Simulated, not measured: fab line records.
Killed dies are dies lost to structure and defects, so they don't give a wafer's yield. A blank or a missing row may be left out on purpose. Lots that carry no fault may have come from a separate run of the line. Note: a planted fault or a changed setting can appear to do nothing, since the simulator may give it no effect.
fab line records	flow nandHarc
record: lots: 6	wafers: 18	lastDay: 24
route steps=1159 shown P_M1@295 P_M2@318 END@1159
lots with no fault: from the same line, run without faults
startH: hours from the record's opening day to when the first of the lot's shown wafers began	waitH: hours since the lot's step before	" the same as in the row above	L1.1+2: a single row standing in for several wafers	- no value, or no start was given	* or withheld: withheld	< > ~ a bound
route shown NAME@n: a module of which the file shows steps, and the number in the route of the first	usual: average and standard deviation across the fault-free wafers	same: alike in all rows	chamber/n: place in a boat	sites: the reading at each site	_std_site: their standard deviation	_edge_site: inner sites' mean taken away from outer sites' mean	radiusMm: how far each site lies from the wafer's centre	mask NAME#n: copy n	behind: the most recent tool/chamber to have shaped the wafer	hold: why the lot went on hold/how many hours it stayed there/how the hold came to an end	device: the n, p or np transistor that did not switch	end of line: tests of these same wafers at the route's end	where a step has no rows: the recipe by itself	killed: not the wafer's yield, but the dies lost to structure and defects at the first sort	map: a wafer's dies, marking killed ones x, the rest . and places with no die _
set.NAME: setting as actually run; set.NAME@STEP: the setting as run at that earlier step	model.NAME: the simulator's own value behind a step, which no gauge read
lots seen at some steps along the route; tables by step, rows by wafer
services: when a tool's chamber went out of use (startH, in hours from the record's first day, below 0 if earlier), for how many hours, and the reason
== steps ==
step: NHARC_P_M1_CD_MEAS_09
recipe: targetCdNm: 130	landingEnergyEv: 500
usual: cdNm: 129.7/0.89
lot.wafer	tool	chamber	startH	waitH	cdNm
L760.2	cdSem-03	0	138.68	-	130.8
L760.4	"	0	"	"	130.7
L760.6	"	0	"	"	130.6
L764.1	cdSem-03	0	167.69	-	130.4
L764.3	"	0	"	"	131.4
L764.4	"	0	"	"	131.4
L768.1	cdSem-03	0	179.36	-	129.5
L768.5	"	0	"	"	130.0
L768.6	"	0	"	"	129.2
L769.1	cdSem-03	0	212.32	-	130.0
L769.2	"	0	"	"	130.8
L769.5	"	0	"	"	129.2
L775.3	cdSem-01	0	226.68	-	130.8
L775.4	"	0	"	"	129.7
L775.6	"	0	"	"	130.3
L777.2	cdSem-03	0	242.09	-	128.8
L777.4	"	0	"	"	127.9
L777.6	"	0	"	"	128.2
step: NHARC_P_M1_OVL_MEAS_10
recipe: pitchNm: 260
usual: overlayXNm: 0.0/0.87	overlayYNm: -0.1/0.9
lot.wafer	tool	chamber	startH	waitH	overlayXNm	overlayYNm
L760.2	overlay-01	-	138.76	-	-0.8	0.0
L760.4	"	-	"	"	-1.3	0.1
L760.6	"	-	"	"	-1.3	0.4
L764.1	overlay-02	-	167.78	-	0.6	0.6
L764.3	"	-	"	"	1.4	0.2
L764.4	"	-	"	"	0.9	0.3
L768.1	overlay-01	-	179.45	-	1.4	1.2
L768.5	"	-	"	"	1.4	1.6
L768.6	"	-	"	"	1.3	1.7
L769.1	overlay-01	-	212.40	-	-0.5	-0.4
L769.2	"	-	"	"	-0.3	-0.5
L769.5	"	-	"	"	-0.9	-0.6
L775.3	overlay-01	-	226.76	-	0.4	-0.5
L775.4	"	-	"	"	0.3	-1.0
L775.6	"	-	"	"	0.7	-0.6
L777.2	overlay-02	-	242.18	-	-1.0	0.0
L777.4	"	-	"	"	-0.2	0.6
L777.6	"	-	"	"	-0.8	0.3
step: NHARC_P_M1_INSPECT_11
usual: rawDefectCount: 4.0/2.3
lot.wafer	tool	chamber	startH	waitH	rawDefectCount
L760.2	defectInspect-02	-	138.80	0.0	5
L760.4	"	-	"	"	1
L760.6	"	-	"	"	2
L764.1	defectInspect-01	-	167.82	0.0	0
L764.3	"	-	"	"	2
L764.4	"	-	"	"	6
L768.1	defectInspect-02	-	179.49	0.0	3
L768.5	"	-	"	"	5
L768.6	"	-	"	"	4
L769.1	defectInspect-02	-	212.44	0.0	4
L769.2	"	-	"	"	6
L769.5	"	-	"	"	5
L775.3	defectInspect-02	-	226.80	0.0	4
L775.4	"	-	"	"	4
L775.6	"	-	"	"	6
L777.2	defectInspect-01	-	242.21	0.0	11
L777.4	"	-	"	"	4
L777.6	"	-	"	"	5
step: NHARC_P_M1_DESCUM_14
recipe: timeS: 3	o2FlowSccm: 200	arFlowSccm: 0	biasPowerW: 0	chemistry: O2
step: NHARC_P_M1_ETCH_35
recipe: targetDepthA: 400	overetchA: 120	timeS: 43.94	ionEnergyEv: 200	n2FlowSccm: 150	h2FlowSccm: 150	arFlowSccm: 0	rfW: 400	biasW: 150	chemistry: N2/H2
step: NHARC_P_M1_ETCH_15
recipe: targetDepthA: 1825	timeS: 91.2	c4f8FlowSccm: withheld	arFlowSccm: 400	rfW: 600	biasW: 300	chemistry: C4F8/Ar
step: NHARC_P_M1_CD_MEAS_16
usual: cdNm: 129.2/1.1
lot.wafer	tool	chamber	startH	waitH	cdNm
L760.2	cdSem-03	-	139.17	-	129.5
L760.4	"	-	"	"	130.8
L760.6	"	-	"	"	130.2
L764.1	cdSem-02	-	168.19	-	129.4
L764.3	"	-	"	"	130.7
L764.4	"	-	"	"	130.9
L768.1	cdSem-02	-	179.85	-	129.3
L768.5	"	-	"	"	130.2
L768.6	"	-	"	"	129.1
L769.1	cdSem-02	-	212.81	-	127.9
L769.2	"	-	"	"	130.8
L769.5	"	-	"	"	128.2
L775.3	cdSem-01	-	227.17	-	130.0
L775.4	"	-	"	"	129.7
L775.6	"	-	"	"	130.0
L777.2	cdSem-02	-	242.58	-	127.1
L777.4	"	-	"	"	126.3
L777.6	"	-	"	"	128.0
step: NHARC_P_M1_STRIP_18
recipe: powerW: 1000	n2FlowSccm: 150	h2FlowSccm: 150	arFlowSccm: 0	biasW: 0	chemistry: N2/H2
step: NHARC_P_M1_ETCH_28
recipe: targetDepthA: 300	overEtchFrac: 0.3	timeS: 72.99	ionEnergyEv: 150	cf4FlowSccm: 50	n2FlowSccm: 100	arFlowSccm: 150	rfW: 300	biasW: 100	chemistry: CF4/N2
step: NHARC_P_M1_STRIP_19
recipe: timeS: 600	tempC: 30	chemistry: postEtchResidueRemover
step: NHARC_P_M1_DEGAS_29
recipe: tempC: 250	timeS: 60
step: NHARC_P_M1_PRE_CLEAN_30
recipe: timeS: 30	tempC: 280	gas: H2/He
step: NHARC_P_M1_PVD_20
recipe: targetThkA: 50	biasV: 168.6	powerW: 15000	chamberPressurePa: 0.12	timeS: 8.06	substrateTempC: 50	material: TaN
usual: cathodeDcPowerW: 15000/3	chamberPressurePa: 0.12/0.00022	throttleValvePct: 30.4/1.1
lot.wafer	tool	chamber	startH	waitH	cathodeDcPowerW	chamberPressurePa	throttleValvePct
L760.2	pvdSputter-02	-	139.99	-	15006	0.12025	28.4
L760.4	"	-	"	"	15005	0.11998	28.8
L760.6	"	-	"	"	15000	0.12008	28.6
L764.4	pvdSputter-01	-	169.02	-	15000	0.1198	30.1
L764.3	"	-	"	"	15002	0.11974	31.8
L764.1	"	-	"	"	15001	0.12023	29.5
L768.1	pvdSputter-02	-	180.72	-	15001	0.11991	28.6
L768.6	"	-	"	"	14998	0.12018	29.5
L768.5	"	-	"	"	15002	0.11992	28.8
L769.2	pvdSputter-02	-	213.66	-	14998	0.12019	29.8
L769.1	"	-	"	"	15002	0.11998	28.7
L769.5	"	-	"	"	15006	0.11953	32.3
L775.4	pvdSputter-02	-	228.00	-	15001	0.11976	29.5
L775.3	"	-	"	"	14996	0.11991	28.0
L775.6	"	-	"	"	14996	0.12027	29.3
L777.2	pvdSputter-02	-	243.48	-	15002	0.12021	29.8
L777.4	"	-	"	"	15003	0.12001	28.2
L777.6	"	-	"	"	15000	0.12035	32.0
step: NHARC_P_M1_PVD_21
recipe: targetThkA: 300	chamberPressurePa: 5	powerW: 5000	substrateTempC: 30	timeS: 20.49	material: Cu
step: NHARC_P_M1_ECD_22
recipe: targetThkA: 4000	bathTempC: 25	material: Cu
step: NHARC_P_M1_ANNEAL_31
recipe: tempC: 225	timeS: 90
usual: wafer_temp_C_max: 226.1/0.37
lot.wafer	tool	chamber	startH	waitH	wafer_temp_C_max
L760.2	rtpAnneal-01	0	140.66	-	226.3
L760.4	"	0	"	"	226.3
L760.6	"	0	"	"	226.7
L764.1	rtpAnneal-01	0	169.73	0.4	226.1
L764.3	"	0	"	"	226.2
L764.4	"	0	"	"	226.0
L768.1	rtpAnneal-02	0	181.34	0.3	226.0
L768.5	"	0	"	"	226.2
L768.6	"	0	"	"	225.9
L769.1	rtpAnneal-02	0	214.25	0.3	226.0
L769.2	"	0	"	"	225.6
L769.5	"	0	"	"	225.7
L775.3	rtpAnneal-01	0	228.75	0.3	226.2
L775.4	"	0	"	"	226.4
L775.6	"	0	"	"	226.0
L777.2	rtpAnneal-02	0	244.14	0.3	225.4
L777.4	"	0	"	"	225.7
L777.6	"	0	"	"	225.7
step: NHARC_P_M1_CMP_23
recipe: tOverpolishS: 20	targetThkNm: 157.82
step: NHARC_P_M1_THK_MEAS_24
recipe: thkMeasGauge: xrf
usual: thkNm: 158.4/1.4
lot.wafer	tool	chamber	startH	waitH	thkNm
L760.2	filmMetro-02	-	141.27	-	158.2
L760.4	"	-	"	"	156.2
L760.6	"	-	"	"	158.7
L764.1	filmMetro-01	-	170.39	-	157.9
L764.3	"	-	"	"	159.8
L764.4	"	-	"	"	155.9
L768.1	filmMetro-01	-	182.00	-	158.3
L768.5	"	-	"	"	159.0
L768.6	"	-	"	"	161.3
L769.1	filmMetro-01	-	214.92	-	158.6
L769.2	"	-	"	"	158.0
L769.5	"	-	"	"	158.1
L775.3	filmMetro-02	-	229.30	-	157.4
L775.4	"	-	"	"	160.8
L775.6	"	-	"	"	157.0
L777.2	filmMetro-01	-	244.75	-	159.4
L777.4	"	-	"	"	161.2
L777.6	"	-	"	"	159.7
step: NHARC_P_M1_SRD_25
step: NHARC_P_M1_PRE_CLEAN_32
recipe: timeS: 12	tempC: 370	rfPowerW: 300	gas: NH3
usual: heaterPowerW: 616/86
lot.wafer	tool	chamber	startH	waitH	heaterPowerW
L760.2	pecvd-03	0	141.52	0.1	605
L760.6	"	1	"	"	711
L760.4	"	2	"	"	570
L764.3	pecvd-03	0	170.84	0.3	631
L764.1	"	1	"	"	708
L764.4	"	0	"	"	631
L768.1	pecvd-03	1	182.25	0.1	767
L768.5	"	0	"	"	641
L768.6	"	1	"	"	773
L769.2	pecvd-02	2	215.30	0.2	781
L769.1	"	1	"	"	500
L769.5	"	0	"	"	587
L775.3	pecvd-02	0	229.54	0.1	605
L775.4	"	0	"	"	615
L775.6	"	1	"	"	570
L777.2	pecvd-02	2	244.99	0.1	798
L777.6	"	1	"	"	487
L777.4	"	0	"	"	616
step: NHARC_P_M1_DEP_33
recipe: targetThkA: 300	tempC: 370	targetThkNm: 30	pressureTorr: 3	flowSccm: 200	rfW: 450	material: SiCN
step: NHARC_P_M2_DEP_00
recipe: targetThkA: 1825	targetThkNm: 182.5	tempC: withheld	pressureTorr: 5	flowSccm: 200	rfW: 600	material: SiOC
step: NHARC_P_M2_DEHYDRATE_01
recipe: tempC: 150	timeS: 120
step: NHARC_P_M2_HMDS_02
recipe: timeS: 30
step: NHARC_P_M2_COAT_34
recipe: tempC: 200	timeS: 65
step: NHARC_P_M2_COAT_03
recipe: spinRpm: 1500	resistThkNm: 90
step: NHARC_P_M2_SOFTBAKE_04
recipe: tempC: 105	timeS: 55
step: NHARC_P_M2_EBR_05
step: NHARC_P_M2_EXPOSE_06
recipe: na: 1.35	targetCdNm: 170	doseMj: 80.78	maskId: P_M2
step: NHARC_P_M2_PEB_07
recipe: pebTempC: 100	pebTimeS: 65
step: NHARC_P_M2_DEVELOP_08
recipe: developTimeS: 35	devTempC: 23
step: NHARC_P_M2_CD_MEAS_09
recipe: targetCdNm: 170	landingEnergyEv: 500
usual: cdNm: 169.7/0.88
lot.wafer	tool	chamber	startH	waitH	cdNm
L760.2	cdSem-03	0	142.86	-	169.9
L760.4	"	0	"	"	169.0
L760.6	"	0	"	"	169.1
L764.1	cdSem-02	0	172.18	-	170.1
L764.3	"	0	"	"	170.7
L764.4	"	0	"	"	171.3
L768.1	cdSem-02	0	183.69	-	168.5
L768.5	"	0	"	"	168.9
L768.6	"	0	"	"	170.4
L769.1	cdSem-01	0	216.62	-	169.3
L769.2	"	0	"	"	169.5
L769.5	"	0	"	"	170.8
L775.3	cdSem-01	0	230.83	-	169.6
L775.4	"	0	"	"	168.9
L775.6	"	0	"	"	168.7
L777.2	cdSem-03	0	246.28	-	169.8
L777.4	"	0	"	"	168.0
L777.6	"	0	"	"	168.8
step: NHARC_P_M2_OVL_MEAS_10
recipe: pitchNm: 340
usual: overlayXNm: -0.1/0.86	overlayYNm: -0.2/0.85
lot.wafer	tool	chamber	startH	waitH	overlayXNm	overlayYNm
L760.2	overlay-01	-	142.95	-	-0.6	-1.3
L760.4	"	-	"	"	-1.0	-0.5
L760.6	"	-	"	"	-0.5	-0.6
L764.1	overlay-01	-	172.27	-	-0.6	-0.9
L764.3	"	-	"	"	-0.7	-0.5
L764.4	"	-	"	"	0.0	-0.2
L768.1	overlay-01	-	183.78	-	0.8	-0.3
L768.5	"	-	"	"	0.9	-0.6
L768.6	"	-	"	"	0.5	-0.6
L769.1	overlay-01	-	216.71	-	-0.5	-1.1
L769.2	"	-	"	"	-0.3	-1.2
L769.5	"	-	"	"	-0.8	-1.0
L775.3	overlay-02	-	230.91	-	-0.3	0.3
L775.4	"	-	"	"	-0.7	0.6
L775.6	"	-	"	"	0.7	0.9
L777.2	overlay-01	-	246.38	-	1.1	-0.3
L777.4	"	-	"	"	1.2	0.2
L777.6	"	-	"	"	1.7	0.4
step: NHARC_P_M2_DESCUM_14
recipe: timeS: 3	o2FlowSccm: 200	arFlowSccm: 0	biasPowerW: 0	chemistry: O2
usual: drypumpMotorCurrentA: 5.7/0.58	mfcArSccm: 0.010/0.016	oesProductAu: 1.003/0.015	rfVppV: 57.9/0.94	showerheadPlenumPTorr: 1.95/0.1	throttleValvePct: 11.311/0.009
lot.wafer	tool	chamber	startH	waitH	drypumpMotorCurrentA	mfcArSccm	oesProductAu	rfHoursCounterH	rfVppV	showerheadPlenumPTorr	throttleValvePct
L760.4	rieDiel-02	1	143.09	0.1	6.6	0	1.035	6	57.9	1.97	11.326
L760.2	"	0	"	"	5.1	0.040	1.018	6	57.7	1.84	11.302
L760.6	"	1	"	"	6.6	0	1.023	-	55.7	1.97	11.323
L764.1	rieDiel-02	1	172.38	0.1	6.6	0	1.008	0	58.2	1.97	11.285
L764.3	"	2	"	"	5.7	0	1.013	0	59.4	2.07	11.302
L764.4	"	3	"	"	5.3	0	0.974	0	57.5	2.06	11.300
L768.1	rieDiel-05	0	183.94	0.1	5.6	0.016	0.997	2	57.5	1.80	11.317
L768.5	"	1	"	"	5.4	0	0.989	-	57.1	1.86	11.324
L768.6	"	2	"	"	5.6	0	1.011	-	57.1	1.85	11.326
L769.2	rieDiel-07	1	216.83	0.1	6.4	0.008	1.006	58	57.5	1.99	11.295
L769.1	"	3	"	"	5.4	0.018	1.006	47	58.3	2.06	11.315
L769.5	"	1	"	"	6.3	0.008	1.011	-	56.7	1.99	11.314
L775.3	rieDiel-02	3	231.03	0.1	5.3	0	0.987	2	59.1	2.06	11.310
L775.4	"	1	"	"	6.6	0	1.002	3	59.6	1.97	11.307
L775.6	"	3	"	"	5.3	0	0.977	-	57.8	2.06	11.314
L777.2	rieDiel-02	2	246.49	0.1	5.7	0	1.031	3	58.2	2.07	11.313
L777.4	"	3	"	"	5.2	0	0.977	3	59.1	2.06	11.311
L777.6	"	2	"	"	5.7	0	1.017	-	58.9	2.07	11.313
step: NHARC_P_M2_ETCH_35
recipe: targetDepthA: 400	overetchA: 120	timeS: 43.94	ionEnergyEv: 200	n2FlowSccm: 150	h2FlowSccm: 150	arFlowSccm: 0	rfW: 400	biasW: 150	chemistry: N2/H2
usual: drypumpMotorCurrentA: 5.6/0.56	mfcArSccm: 0.010/0.016	oesProductAu: 1.002/0.013	rfVppV: 432/3.2	showerheadPlenumPTorr: 2.09/0.11	throttleValvePct: 14.171/0.0086
lot.wafer	tool	chamber	startH	waitH	drypumpMotorCurrentA	mfcArSccm	oesProductAu	rfHoursCounterH	rfVppV	showerheadPlenumPTorr	throttleValvePct
L760.4	rieDiel-02	1	143.18	0.1	6.6	0	1.024	6	432	2.11	14.166
L760.2	"	3	"	"	5.2	0	0.998	6	436	2.20	14.171
L760.6	"	1	"	"	6.6	0	1.032	-	430	2.11	14.180
L764.4	rieDiel-02	2	172.46	0.1	5.7	0	1.010	0	436	2.21	14.161
L764.3	"	3	"	"	5.3	0	0.985	0	434	2.20	14.165
L764.1	"	0	"	"	5.1	0.040	0.997	0	429	1.96	14.173
L768.1	rieDiel-05	0	184.00	0.1	5.6	0.016	1.003	2	428	1.92	14.165
L768.5	"	3	"	"	5.5	0	1.015	-	428	1.96	14.165
L768.6	"	0	"	"	5.6	0.016	1.004	-	427	1.92	14.181
L769.2	rieDiel-07	3	216.91	0.1	5.4	0.018	1.009	47	433	2.20	14.169
L769.1	"	1	"	"	6.4	0.008	1.011	58	433	2.12	14.174
L769.5	"	3	"	"	5.4	0.018	1.013	-	435	2.20	14.169
L775.3	rieDiel-02	0	231.12	0.1	5.0	0.040	0.980	2	429	1.96	14.171
L775.4	"	1	"	"	6.6	0	1.003	3	432	2.11	14.172
L775.6	"	3	"	"	5.3	0	0.987	-	436	2.20	14.146
L777.4	rieDiel-02	3	246.57	0.1	5.3	0	0.982	3	434	2.20	14.185
L777.2	"	0	"	"	5.0	0.040	0.992	3	428	1.96	14.168
L777.6	"	2	"	"	5.7	0	1.022	-	436	2.21	14.176
step: NHARC_P_M2_ETCH_15
recipe: targetDepthA: 1825	timeS: 91.2	c4f8FlowSccm: withheld	arFlowSccm: 400	rfW: 600	biasW: 300	chemistry: C4F8/Ar
usual: oesProductAu: 0.953/0.024	rfVppV: 442/3.5
lot.wafer	tool	chamber	startH	waitH	oesProductAu	rfHoursCounterH	rfVppV
L760.4	rieDiel-02	2	-	-	0.974	6	444
L760.2	"	3	"	"	0.973	6	447
L760.6	"	0	"	"	0.984	-	439
L764.3	rieDiel-02	3	-	-	0.963	0	446
L764.4	"	0	"	"	0.959	0	439
L764.1	"	2	"	"	0.987	0	447
L768.1	rieDiel-05	0	-	-	0.941	2	438
L768.5	"	3	"	"	0.972	-	438
L768.6	"	0	"	"	0.937	-	438
L769.2	rieDiel-07	1	-	-	0.931	58	443
L769.1	"	2	"	"	0.935	57	438
L769.5	"	1	"	"	0.930	-	443
L775.3	rieDiel-02	0	-	-	0.949	2	439
L775.4	"	1	"	"	0.989	3	442
L775.6	"	3	"	"	0.965	-	444
L777.2	rieDiel-02	3	-	-	0.966	3	445
L777.4	"	0	"	"	0.955	3	437
L777.6	"	0	"	"	0.968	-	439
step: NHARC_P_M2_CD_MEAS_16
usual: cdNm: 169.6/1
lot.wafer	tool	chamber	startH	waitH	cdNm
L760.2	cdSem-03	-	143.48	-	169.6
L760.4	"	-	"	"	168.2
L760.6	"	-	"	"	167.8
L764.1	cdSem-02	-	172.67	-	168.6
L764.3	"	-	"	"	171.9
L764.4	"	-	"	"	171.5
L768.1	cdSem-02	-	184.21	-	168.6
L768.5	"	-	"	"	169.9
L768.6	"	-	"	"	169.7
L769.1	cdSem-03	-	217.13	-	169.4
L769.2	"	-	"	"	169.2
L769.5	"	-	"	"	170.8
L775.3	cdSem-03	-	231.50	-	169.6
L775.4	"	-	"	"	167.6
L775.6	"	-	"	"	168.8
L777.2	cdSem-03	-	246.79	-	169.8
L777.4	"	-	"	"	169.0
L777.6	"	-	"	"	169.7
step: NHARC_P_M2_STRIP_18
recipe: powerW: 1000	n2FlowSccm: 150	h2FlowSccm: 150	arFlowSccm: 0	biasW: 0	chemistry: N2/H2
step: NHARC_P_M2_ETCH_28
recipe: targetDepthA: 300	overEtchFrac: 0.3	timeS: 72.99	ionEnergyEv: 150	cf4FlowSccm: 50	n2FlowSccm: 100	arFlowSccm: 150	rfW: 300	biasW: 100	chemistry: CF4/N2
step: NHARC_END_SORT_01
recipe: tempC: 25
usual: defectLimitedYield: 95.4/1.8	killedAtArray: 28/11	killedAtOther: 0.7/0.88	killedAtPeriphery: 3.1/2.2	killedDies: 31/12	killedOpen: 3.3/2	killedShort: 2.0/1.6	sort_bin_2_pct: 1.5/0.73	sort_bin_3_pct: 0.27/0.22	sort_bin_4_pct: 2.9/1.1	sortNPass: 646/12	sortRimYieldPct: 93/3.9	sortYieldPct: 95.4/1.8
same: grossDies: 677	sort_bin_5_pct[%]: 0	sort_bin_6_pct[%]: 0	sort_bin_7_pct[%]: 0	sort_bin_8_pct[%]: 0	sortRimNGross: 106.00
lot.wafer	tool	chamber	startH	waitH	defectLimitedYield[%]	killedAtArray	killedAtOther	killedAtPeriphery	killedDies	killedOpen	killedShort	sort_bin_2_pct[%]	sort_bin_3_pct[%]	sort_bin_4_pct[%]	sortNPass	sortRimYieldPct[%]	sortYieldPct[%]
L760.2	prober-02	0	459.96	2.8	96.3	23	0	2	25	4	4	1.2	0.15	2.4	652	93	96.3
L760.4	prober-02	0	461.59	3.4	96.9	19	1	1	21	3	0	1.2	0.30	1.6	656	95	96.9
L760.6	prober-02	0	463.21	4.1	97.5	16	1	0	17	2	1	0.6	0	1.9	660	97	97.5
L768.1	prober-01	0	501.93	2.5	95.7	29	0	0	29	0	0	1.2	0.15	3.0	648	96	95.7
L768.5	prober-01	0	505.12	3.7	95.4	28	0	3	31	2	2	1.3	0.44	2.8	646	95	95.4
L768.6	prober-01	0	505.92	4.0	96.0	24	0	3	27	4	2	1.2	0	2.8	650	93	96.0
L775.3	prober-02	0	571.66	3.1	98.4	9	1	1	11	3	2	0.4	0	1.2	666	99	98.4
L775.4	prober-02	0	572.46	3.4	98.1	11	1	1	13	2	2	0.7	0	1.2	664	96	98.1
L775.6	prober-02	0	574.07	4.0	89.5	11	0	60	71	3	2	4.0	1.92	4.6	606	88	89.5
L777.2	prober-02	0	578.62	2.8	84.5	37	1	67	105	4	2	6.4	2.81	6.4	572	81	84.5
L777.4	prober-02	0	580.22	3.4	92.6	45	1	4	50	6	2	2.2	0.74	4.4	627	87	92.6
L777.6	prober-02	0	581.82	4.0	93.6	42	0	1	43	1	2	2.2	0.44	3.7	634	88	93.6
killed by level:class
L760.2 A_SLIT:chamberFilmFlake=8 A_BLC:chamberFilmFlake=3 A_BLC:geometricParticle:open=2 A_CHANNEL_HOLE_D1:chamberFilmFlake=2 A_CONTACT:chamberFilmFlake=2 P_GATE:geometricParticle:short=1 P_M0:geometricParticle:open=1 A_ONON_D1:geometricParticle:short=1
L760.4 A_SLIT:chamberFilmFlake=9 A_BLC:chamberFilmFlake=2 A_WL_FILL:chamberFilmFlake=2 A_CONTACT:chamberFilmFlake=2 A_ONON_D1:geometricParticle:open=1 A_BLC:geometricParticle:open=1 A_M0:geometricParticle:open=1 P_BONDPAD:chamberFilmFlake=1
L760.6 A_SLIT:chamberFilmFlake=8 A_WL_FILL:chamberFilmFlake=3 A_CHANNEL_HOLE_D1:chamberFilmFlake=2 A_CHANNEL_FILL_D1:geometricParticle:open=1 A_M1:geometricParticle:open=1 STARTING-WAFER:geometricParticle:short=1 A_CONTACT:chamberFilmFlake=1
L768.1 A_SLIT:chamberFilmFlake=13 A_STAIRCASE:chamberFilmFlake=8 A_CHANNEL_HOLE_D1:chamberFilmFlake=5 A_CONTACT:chamberFilmFlake=2 A_CHANNEL_FILL_D1:chamberFilmFlake=1
L768.5 A_SLIT:chamberFilmFlake=15 A_STAIRCASE:chamberFilmFlake=3 A_CONTACT:chamberFilmFlake=3 A_CHANNEL_HOLE_D1:chamberFilmFlake=2 A_WL_FILL:chamberFilmFlake=2 P_CONTACT:geometricParticle:open=1 A_CHANNEL_FILL_D1:geometricParticle:short=1 A_CONTACT:geometricParticle:open=1
L768.6 A_SLIT:chamberFilmFlake=8 A_CHANNEL_HOLE_D1:chamberFilmFlake=4 A_STAIRCASE:chamberFilmFlake=4 A_CONTACT:chamberFilmFlake=3 P_CONTACT:geometricParticle:open=2 P_GATE:geometricParticle:short=1 A_ONON_D1:geometricParticle:open=1 A_SGD_CUT:geometricParticle:open=1
L775.3 A_CHANNEL_HOLE_D1:chamberFilmFlake=4 A_WL_FILL:geometricParticle:short=2 P_GATE:geometricParticle:open=1 A_WL_FILL:geometricParticle:open=1 STARTING-WAFER:geometricParticle:open=1 A_CHANNEL_FILL_D1:chamberFilmFlake=1 A_STAIRCASE:chamberFilmFlake=1
L775.4 A_CHANNEL_HOLE_D1:chamberFilmFlake=5 A_SGD_CUT:geometricParticle:short=1 A_CONTACT:geometricParticle:open=1 A_BLC:geometricParticle:open=1 A_M1:geometricParticle:short=1 P_ZERO_WELL:chamberFilmFlake=1 A_STAIRCASE:chamberFilmFlake=1 A_WL_FILL:chamberFilmFlake=1
L775.6 P_M1:unspecified=58 A_CHANNEL_HOLE_D1:chamberFilmFlake=7 A_CONTACT:geometricParticle:open=2 P_M1:geometricParticle:open=1 A_CHANNEL_HOLE_D1:geometricParticle:short=1 A_WL_FILL:geometricParticle:short=1 P_STI:chamberFilmFlake=1
L777.2 P_M1:unspecified=56 A_SLIT:chamberFilmFlake=17 A_STAIRCASE:chamberFilmFlake=7 A_CONTACT:chamberFilmFlake=5 P_ZERO_WELL:chamberFilmFlake=4 A_CHANNEL_HOLE_D1:chamberFilmFlake=3 P_CONTACT:geometricParticle:open=2 P_GATE:chamberFilmFlake=2
L777.4 A_SLIT:chamberFilmFlake=15 A_CHANNEL_HOLE_D1:chamberFilmFlake=14 A_CONTACT:chamberFilmFlake=6 A_M0:geometricParticle:open=2 A_STAIRCASE:chamberFilmFlake=2 P_GATE:geometricParticle:short=1 P_CONTACT:geometricParticle:open=1 A_ONON_D1:geometricParticle:open=1
L777.6 A_SLIT:chamberFilmFlake=15 A_CHANNEL_HOLE_D1:chamberFilmFlake=12 A_CONTACT:chamberFilmFlake=6 A_STAIRCASE:chamberFilmFlake=5 A_ONON_D1:geometricParticle:open=1 A_CHANNEL_FILL_D1:geometricParticle:short=1 A_WL_FILL:geometricParticle:short=1 P_ZERO_WELL:chamberFilmFlake=1
map L775.6 (x killed, . not)
____________.____________
_________......._________
_______..........._______
______.............______
_____..........x...._____
____.................____
____..........x......____
___...................___
___...................___
__.....................__
__.....................__
_......................._
_......................._
_.xx...................._
_......................._
_.....................x._
.........................
..x......................
..x.x...................x
.xxxxx...............x...
xxxxxx.....x.............
_.xxxxx................x_
_xxxxxx...............x._
_xxxxxxx................_
_xxxxxxx................_
_.xxxx.x............x..x_
__xxxx...............x.__
__x..xx................__
___xx.x...............___
___xxx................___
____x................____
____.................____
_____..............._____
______.............______
_______..........._______
_________......._________
____________.____________
map L777.2 (x killed, . not)
____________.____________
_________......._________
_______..x........_______
______.............______
_____...x..........._____
____x..........x....x____
____...............x.____
___x..................___
___.................x.___
__..........x...x......__
__...x.....x...........__
_......................._
_...x............x......_
_..............x........_
_.........x............._
_..............x........_
.........................
.xx.x........xx..........
...x.................xx..
xxxx..x.............x.x.x
xxxxxxx.......x......xx..
_xxxxx...............x.._
_xxxxxx.............xxxx_
_xxxxxxxx...x..........x_
_xxxxxxx..........x..xxx_
_xxxxxxx................_
__xxx......x...........__
__xxxxx....x...........__
___.xx................___
___xx.........x......x___
____.................____
____........x........____
_____..............._____
______.....x.......______
_______..........._______
_________......._________
____________.____________
== services ==
tool	chamber	startH	hours	kind
rieDiel-05	3	119.35	19.2	repair
rieDiel-02	0	129.77	-	clean
rieDiel-02	1	129.77	-	clean
rieDiel-02	2	129.77	-	clean
rieDiel-02	3	129.77	-	clean
rieDiel-07	1	135.03	6.1	repair
rieDiel-02	-	150.70	9.0	pm
rieDiel-02	0	150.70	9.0	ventCycle
rieDiel-02	1	150.70	9.0	ventCycle
rieDiel-02	2	150.70	9.0	ventCycle
pecvd-02	-	153.02	13.0	pm
pvdSputter-01	-	158.01	10.0	pm
rieDiel-05	-	164.53	9.0	pm
pecvd-02	2	166.70	16.5	repair
rieDiel-07	-	176.05	0.4	repair
rieDiel-07	0	184.27	24.8	repair
rieDiel-07	2	184.34	8.4	repair
rieDiel-07	3	189.75	17.8	repair
rieDiel-05	3	193.54	2.9	repair
pvdSputter-02	-	214.00	10.0	pm
rieDiel-07	-	215.01	1.7	repair
rieDiel-02	-	220.32	0.4	repair
rieDiel-07	-	228.46	9.0	pm
pvdSputter-02	-	229.81	2.5	repair
== key ==
firstSign: step: NHARC_END_SORT_01	reading: killedAtPeriphery	direction: up	sigmas: 28	usual: 3.1	struck: 63.5
effect: step: NHARC_END_SORT_01	reading: killedDies	direction: up	sigmas: 4.7	usual: 31	struck: 88
moreKillsBornAt: NHARC_P_M1_PVD_20@pvdSputter-02: 114
metAt NHARC_P_M1_PVD_20
struckWafers L775.6,L777.2
onsetBetween 180.72 228.00
fault: kind: chamberParticleSource	tool: pvdSputter-02	chamber: -	onsetH: 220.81	steps: NHARC_P_M1_PVD_20	ratePerVisitCm2: 0.45041	endH: 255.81	scope: struckWafersOnly
